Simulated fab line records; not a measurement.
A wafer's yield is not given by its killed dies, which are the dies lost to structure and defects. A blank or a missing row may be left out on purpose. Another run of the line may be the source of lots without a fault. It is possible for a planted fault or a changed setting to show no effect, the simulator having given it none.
Matching of chambers	flow nand_harc	cmp-04 running NHARC_P_CONTACT_CMP_01: 4 sister chambers
The step polishes SiO2, target thk 200 nm. 24 wafers are shown with their chamber, then 12 later ones without.

WAFERS WITH THEIR CHAMBER
wafer	chamber	motor_current_A (A)
L075.2	1	9.5
L075.5	3	15.8
L075.6	2	9.8
L076.1	3	15.2
L076.3	2	9.9
L076.5	0	13.2
L077.2	0	13.3
L077.5	3	16.0
L077.6	0	13.6
L078.2	3	15.6
L078.5	3	16.0
L078.6	0	12.4
L082.1	0	13.5
L082.4	2	9.9
L082.5	3	16.2
L083.1	0	13.8
L083.3	3	15.8
L083.6	3	16.0
L085.1	3	16.0
L085.2	2	10.3
L085.3	1	10.1
L087.2	1	10.5
L087.5	2	10.5
L087.6	3	15.9

SIGNATURES (means of the wafers above)
reading	chamber 0	chamber 1	chamber 2	chamber 3	scatter within a chamber
motor_current_A	13.300	10.033	10.080	15.850	0.373
Rule: for each reading, subtract the chamber's mean from the wafer's reading, divide by that reading's scatter and square the result; add these up over the readings and take the root, which gives the wafer's distance from the chamber. If the next closest chamber is less than 2 further off than the closest, the wafer can't be placed; otherwise it belongs to the closest. How the scatter is found: for the shown wafers, subtract from each reading the mean of its chamber, square and add these, divide the total by (wafers less chambers), then take the root.

WAFERS WITHOUT THEIR CHAMBER
wafer	motor_current_A (A)
L089.1	10.2
L089.3	13.6
L089.5	9.7
L094.1	9.6
L094.3	10.3
L094.4	13.4
L096.1	10.0
L096.2	13.4
L096.6	15.7
L096.3	9.9
L096.4	16.0
L096.5	10.2

WHICH CHAMBER EACH WENT THROUGH
wafer	from the rows above	in truth
L089.1	can't be placed: 2 or 1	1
L089.3	0	0
L089.5	can't be placed: 1 or 2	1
L094.1	can't be placed: 1 or 2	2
L094.3	can't be placed: 2 or 1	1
L094.4	0	0
L096.1	can't be placed: 1 or 2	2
L096.2	0	0
L096.6	3	3
L096.3	can't be placed: 1 or 2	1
L096.4	3	3
L096.5	can't be placed: 2 or 1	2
Placed correctly: 5 of 12. Cannot be placed on the basis of these rows: 7; the candidates contain the true chamber in 7. Wrongly placed: 0.
